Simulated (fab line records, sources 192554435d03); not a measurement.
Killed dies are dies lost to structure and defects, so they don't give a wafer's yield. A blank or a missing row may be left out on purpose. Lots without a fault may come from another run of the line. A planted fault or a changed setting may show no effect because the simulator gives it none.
A struck lot beside a sound one | flow n5_finfet | 37 steps out of a route of 1938
Sound: wafers L433.1, L433.2, L433.4. Struck: wafers L424.2, L424.4, L424.5. The cause comes at the end.
At each step with rows: each side's tool, then ch and its chambers, then its first start. Under that, the readings that differ: sound wafers | struck wafers | difference of the means | sigmas: that difference in standard deviations of wafers without a fault.
alike: readings whose means differ by less than 2 such deviations, and words and numbers that are the same on both sides. not compared: withheld readings, readings that some wafer has no value for, bounds like >300 that may hide the same value, and numbers for which the record gives no deviation and whose values overlap.
The two part at a step that has a row with sigmas, a row that says differs or no value, or rows on one side only. Numbers that don't overlap but have no deviation are shown without sigmas and don't part them. A reading that every wafer of one side lacks parts them only if that side has two wafers or more.

first, 9 steps without rows for these wafers: N5_BEOL_M4_ANNEAL_95 (time 240 s); N5_BEOL_M4_SPUTTER_96 (material Cu, target thk 4.5 nm, time 8.29 s); N5_BEOL_M4_ECD_50 (material Cu, target thk 300 nm); N5_BEOL_M4_ANNEAL_51 (time 90 s); N5_BEOL_M4_CMP_52 (polishes, stops on SiOC, t overpolish 6.8 s, target thk 40 nm); N5_BEOL_M4_PRE_CLEAN_60 (time 15 s); N5_BEOL_M4_CO_CAP_55 (material Co, precursor CCTBA/H2, target thk 2 nm, time 102.1 s); N5_BEOL_M4_PRE_CLEAN_56 (time 15 s); N5_BEOL_M4_DEP_57 (deposits SiCN from 3MS/NH3, target thk 8 nm, time 14 s).
N5_BEOL_M4_RC_MEAS_101:
  sound on prober-01 ch 0, day 11 17:09; struck on prober-02 ch 0, day 8 21:43
  alike: DIBL_N, DIBL_P, IOFF_N, IOFF_P, ION_N, ION_P, SS_N, SS_P, VT_N, VT_P
then, 24 steps without rows for these wafers: N5_BEOL_M5_ILD_DEP_00 (deposits SiCOH lowk from DEMS/porogen, target thk 140.64 nm, time 25.9 s); N5_BEOL_M5_CURE_79 (cures SiCOH lowk, time 240 s); N5_BEOL_M5_PECVD_70 (deposits SiO2 from TEOS/O2, target thk 16 nm, time 18 s); N5_BEOL_M5_HM_DEP_02 (deposits TiN, target thk 20 nm); N5_BEOL_M5_COAT_59 (time 60 s, resist thk 60 nm); N5_BEOL_M5_COAT_60 (time 60 s, resist thk 12 nm); N5_BEOL_M5_COAT_71 (time 60 s, resist thk 5 nm); N5_BEOL_M5_COAT_05 (resist thk 30 nm); N5_BEOL_M5_EBR_07; N5_BEOL_M5_SOFTBAKE_06 (time 60 s); N5_BEOL_M5_EXPOSE_08 (exposes mask M5, target cd 28 nm); N5_BEOL_M5_PEB_09 (peb time 60 s); N5_BEOL_M5_DEVELOP_10 (develop time 30 s); N5_BEOL_M5_DESCUM_16 (chemistry O2, time 7 s); N5_BEOL_M5_ETCH_72 (etches underlayer in N2/H2, target depth 6.5 nm, time 5.2 s); N5_BEOL_M5_ETCH_61 (etches SiARC in CF4, target depth 15.6 nm, time 26 s); N5_BEOL_M5_ETCH_62 (etches SOC in N2/H2, target depth 75 nm, overetch 15 nm, time 112.5 s); N5_BEOL_M5_STRIP_63 (strips in N2/H2); N5_BEOL_M5_STRIP_73 (strips in N2/H2); N5_BEOL_M5_STRIP_64 (strips in CF4); N5_BEOL_M5_HM_OPEN_17 (chemistry Cl2/BCl3, target TiN, target depth 20 nm, overetch 6 nm); N5_BEOL_M5_STRIP_19 (strips in O2); N5_BEOL_M5_COAT_65 (time 60 s, resist thk 60 nm); N5_BEOL_M5_COAT_66 (time 60 s, resist thk 12 nm).
-- the record jumps here: 3 days lie between the struck wafers' starts before and after (it left off in module BEOL_M5 and takes up again in module BEOL_M12, whose first step shown is number 1648 of the route) --
N5_BEOL_M12_SPUTTER_43: material TaN, target thk 15 nm, time 24.19 s.
  sound on pvd_sputter-03, day 14 21:51; struck on pvd_sputter-03, day 11 23:50
  no value came back on the struck wafers for bias_v (V), cathode_dc_power_W (W), throttle_valve_pct (%); on the sound wafers bias_v (V) reads 168.4 171.3 169.4
N5_BEOL_M12_CMP_49: polishes, stops on SiOC, t overpolish 20.6 s, target thk 320 nm.
  sound on cmp-04 ch 0,2,3, day 15 00:08; struck on cmp-03 ch 0,2,3, day 12 00:38
  reading                      | sound          | struck         | difference | sigmas
  barrier_field_endpoint_s (s) | 30.6 31.7 31.1 | 12.6 12.4 12.3 | -18.7      | -24
  alike: motor_current_A, platen_rpm, slurry_flow_ml_min
  not compared: model.Cu_of_BEOL_M12_ECD_47.thk_nm
-- the record jumps here: 2 days lie between the struck wafers' starts before and after (it left off in module BEOL_M12 and takes up again in module PASSIVATION, whose first step shown is number 1936 of the route) --
N5_PASSIVATION_PROBE_49:
  sound on prober-02, day 16 12:20; struck on prober-02, day 14 09:43
  reading                  | sound          | struck         | difference | sigmas
  defect_limited_yield (%) | 91.3 91.4 90.8 | 83.2 81.1 83.5 | -8.6       | -6
  killed_at_M4_up          | 15 15 14       | 115 119 88     | +93        | +17
  killed_dies              | 103 101 109    | 198 223 195    | +101       | +6
  killed_on_rim            | 15 9 19        | 55 60 53       | +42        | +10
  sort_bin_5_function (%)  | 5.0 4.8 5.9    | 13.1 14.3 13.2 | +8.3       | +8
  sort_n_pass              | 1077 1079 1071 | 982 957 985    | -101       | -5
  sort_yield_pct (%)       | 91.3 91.4 90.8 | 83.2 81.1 83.5 | -8.6       | -5
  alike: killed_at_M0_to_M3, killed_at_contacts, killed_at_front_end, killed_at_other, killed_open, killed_short, sort_bin_6_memory, sort_bin_8_speed

WHERE THEY PART
First at N5_BEOL_M12_SPUTTER_43; last, within this record, at N5_PASSIVATION_PROBE_49.

WHY: what the simulator had put in
Skipped step whole: pvd_sputter-03, from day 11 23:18 on, at N5_BEOL_M12_SPUTTER_43. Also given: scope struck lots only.
